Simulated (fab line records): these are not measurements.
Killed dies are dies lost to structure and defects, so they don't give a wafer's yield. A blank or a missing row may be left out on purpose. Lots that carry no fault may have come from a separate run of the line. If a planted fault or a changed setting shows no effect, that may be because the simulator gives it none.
Which of the tools did it? ; flow n5 finfet ; 11 lots, 33 wafers sampled, at 5 steps of a route of 1938

== WHAT THE GAUGES READ, wafer by wafer ==
N5_BEOL_M11_INSPECT_13: inspects for defects (brightfield). Usual: raw defect count 376, standard deviation 92.
lot;measured;on;raw defect count;flag
L156;day 11 05:23;defect inspect-02;528 371 392;
L155;day 11 15:52;defect inspect-02;592 433 521;
L157;day 12 07:13;defect inspect-02;446 366 340;
L158;day 12 07:31;defect inspect-02;244 379 336;
L159;day 12 16:46;defect inspect-01;381 557 483;
L161;day 13 16:06;defect inspect-01;791 384 812;OFF
L164;day 13 18:19;defect inspect-01;449 466 433;
L169;day 14 22:43;defect inspect-01;199 381 408;
L170;day 16 03:04;defect inspect-02;264 322 451;
L178;day 17 22:51;defect inspect-01;337 512 363;
L176;day 17 22:56;defect inspect-01;462 535 387;

== WHAT TOOL EACH LOT RAN ON (gives the tool, then ch and the chambers of the sampled wafers, and finally the start) ==
lot;N5_BEOL_M10_ANNEAL_51;N5_BEOL_M10_DEP_56;N5_BEOL_M11_PECVD_70;N5_BEOL_M11_HM_DEP_02
L156;rtp anneal-02 ch 0, day 11 02:34;pecvd-01 ch 0,2, day 11 03:11;pecvd-02 ch 0,1,2, day 11 03:56;pvd sputter-03, day 11 04:50
L155;rtp anneal-02 ch 0, day 11 13:19;pecvd-03 ch 0,1, day 11 13:56;pecvd-01 ch 0,1, day 11 14:42;pvd sputter-02, day 11 15:19
L157;rtp anneal-02 ch 0, day 12 03:40;pecvd-03 ch 0,1, day 12 04:19;pecvd-02 ch 0,1, day 12 05:05;pvd sputter-01, day 12 06:47
L158;rtp anneal-02 ch 0, day 12 04:18;pecvd-01 ch 0,1,2, day 12 04:52;pecvd-02 ch 0,1, day 12 05:40;pvd sputter-01, day 12 07:05
L159;rtp anneal-02 ch 0, day 12 12:58;pecvd-03 ch 0,1,2, day 12 13:37;pecvd-02 ch 0,1,2, day 12 14:35;pvd sputter-02, day 12 16:13
L161;rtp anneal-01 ch 0, day 13 13:59;pecvd-01 ch 0,1, day 13 14:38;pecvd-03 ch 0,2, day 13 15:25;pvd sputter-02, day 13 15:40
L164;rtp anneal-01 ch 0, day 13 15:48;pecvd-01 ch 0,1, day 13 16:25;pecvd-02 ch 1,2, day 13 17:10;pvd sputter-01, day 13 17:46
L169;rtp anneal-02 ch 0, day 14 20:36;pecvd-04 ch 0,2, day 14 21:13;pecvd-01 ch 0,1,2, day 14 21:59;pvd sputter-03, day 14 22:10
L170;rtp anneal-02 ch 0, day 15 23:52;pecvd-03 ch 0,2, day 16 00:29;pecvd-02 ch 0,2, day 16 01:15;pvd sputter-01, day 16 02:31
L178;rtp anneal-01 ch 0, day 17 17:29;pecvd-04 ch 0,1,2, day 17 18:08;pecvd-01 ch 0,1, day 17 18:55;pvd sputter-03, day 17 22:14
L176;rtp anneal-01 ch 0, day 17 20:13;pecvd-04 ch 0,1,2, day 17 20:52;pecvd-02 ch 0,2, day 17 21:38;pvd sputter-03, day 17 22:26
- N5_BEOL_M10_ANNEAL_51: time 90 s.
- N5_BEOL_M10_DEP_56: deposits SiCN from 3MS/NH3, target thk 15 nm, time 26.5 s.
- N5_BEOL_M11_PECVD_70: deposits SiO2 from TEOS/O2, target thk 20 nm, time 22.7 s.
- N5_BEOL_M11_HM_DEP_02: deposits TiN, target thk 20 nm.

== WHAT THE TOOLS THEMSELVES READ (means of the sampled wafers that have a number; where no wafer has one, the mark that the record gives instead) ==
N5_BEOL_M10_ANNEAL_51. Usual: wafer_temp_C_max 226.04, standard deviation 0.27.
lot;tool;wafer_temp_C_max;flag
L156;rtp anneal-02;226.10;
L155;rtp anneal-02;225.99;
L157;rtp anneal-02;225.92;
L158;rtp anneal-02;226.12;
L159;rtp anneal-02;226.18;
L161;rtp anneal-01;226.13;
L164;rtp anneal-01;225.68;
L169;rtp anneal-02;226.08;
L170;rtp anneal-02;226.20;
L178;rtp anneal-01;226.12;
L176;rtp anneal-01;225.76;

N5_BEOL_M10_DEP_56. Usual: showerhead plenum p Torr 3.668 Torr, standard deviation 0.01; showerhead vpp V 867 V, standard deviation 31; throttle valve pct 9.0 %, standard deviation 0.53.
lot;tool;showerhead plenum p Torr (Torr);showerhead vpp V (V);throttle valve pct (%);flag
L156;pecvd-01;3.674;908;8.4;
L155;pecvd-03;3.672;837;9.5;
L157;pecvd-03;3.681;819;9.2;
L158;pecvd-01;3.662;896;8.7;
L159;pecvd-03;3.672;839;8.8;
L161;pecvd-01;3.664;879;8.9;
L164;pecvd-01;3.662;885;8.9;
L169;pecvd-04;3.657;847;9.2;
L170;pecvd-03;3.669;857;8.9;
L178;pecvd-04;3.667;859;9.3;
L176;pecvd-04;3.666;861;9.3;

N5_BEOL_M11_PECVD_70. Usual: heater power w 719 W, standard deviation 83; showerhead plenum p Torr 8.79 Torr, standard deviation 0.045; showerhead vpp V 1275 V, standard deviation 41; throttle valve pct 22.2 %, standard deviation 1.6.
lot;tool;heater power w (W);showerhead plenum p Torr (Torr);showerhead vpp V (V);throttle valve pct (%);flag
L156;pecvd-02;816;8.74;1280;22.0;
L155;pecvd-01;730;8.77;1321;21.6;
L157;pecvd-02;841;8.78;1275;22.6;
L158;pecvd-02;714;8.75;1303;23.3;
L159;pecvd-02;795;8.75;1271;22.3;
L161;pecvd-03;646;8.80;1287;21.6;
L164;pecvd-02;818;8.73;1262;20.8;
L169;pecvd-01;675;8.78;1317;21.5;
L170;pecvd-02;809;8.73;1273;21.8;
L178;pecvd-01;704;8.76;1315;22.4;
L176;pecvd-02;753;8.72;1265;21.8;

N5_BEOL_M11_HM_DEP_02. Usual: throttle valve pct 30.7 %, standard deviation 0.98.
lot;tool;throttle valve pct (%);flag
L156;pvd sputter-03;30.2;
L155;pvd sputter-02;31.4;
L157;pvd sputter-01;31.7;
L158;pvd sputter-01;31.0;
L159;pvd sputter-02;30.7;
L161;pvd sputter-02;31.9;
L164;pvd sputter-01;31.4;
L169;pvd sputter-03;31.1;
L170;pvd sputter-01;31.0;
L178;pvd sputter-03;29.4;
L176;pvd sputter-03;30.1;

== THE ANSWER, worked out from the rows above alone ==
Rule: take the mean of a lot's wafers that have a number; if it is more than 3 standard deviations from the usual mean, the lot is off. Also off: a lot with no number at a reading for which 4 or more lots have one. The other lots that the step has rows for count as sound. The gauges are gone through in route order, then the tools' own readings, and for those a lot's mean is taken as printed above. The first step at which some lot is off is used, and at that step the reading that is off furthest; a lot without a number counts as furthest.
Off: L161 (N5_BEOL_M11_INSPECT_13, raw defect count).
A tool fits if, at a process step before that reading, it ran every lot that is off, and no sound lot after the first of them. The gauges at N5_BEOL_M11_INSPECT_13 are tried like those tools. Undecided on this evidence; 2 tools fit (pecvd-03 at N5_BEOL_M11_PECVD_70, pvd sputter-02 at N5_BEOL_M11_HM_DEP_02).

== WHAT HAD BEEN PUT IN BY THE SIMULATOR ==
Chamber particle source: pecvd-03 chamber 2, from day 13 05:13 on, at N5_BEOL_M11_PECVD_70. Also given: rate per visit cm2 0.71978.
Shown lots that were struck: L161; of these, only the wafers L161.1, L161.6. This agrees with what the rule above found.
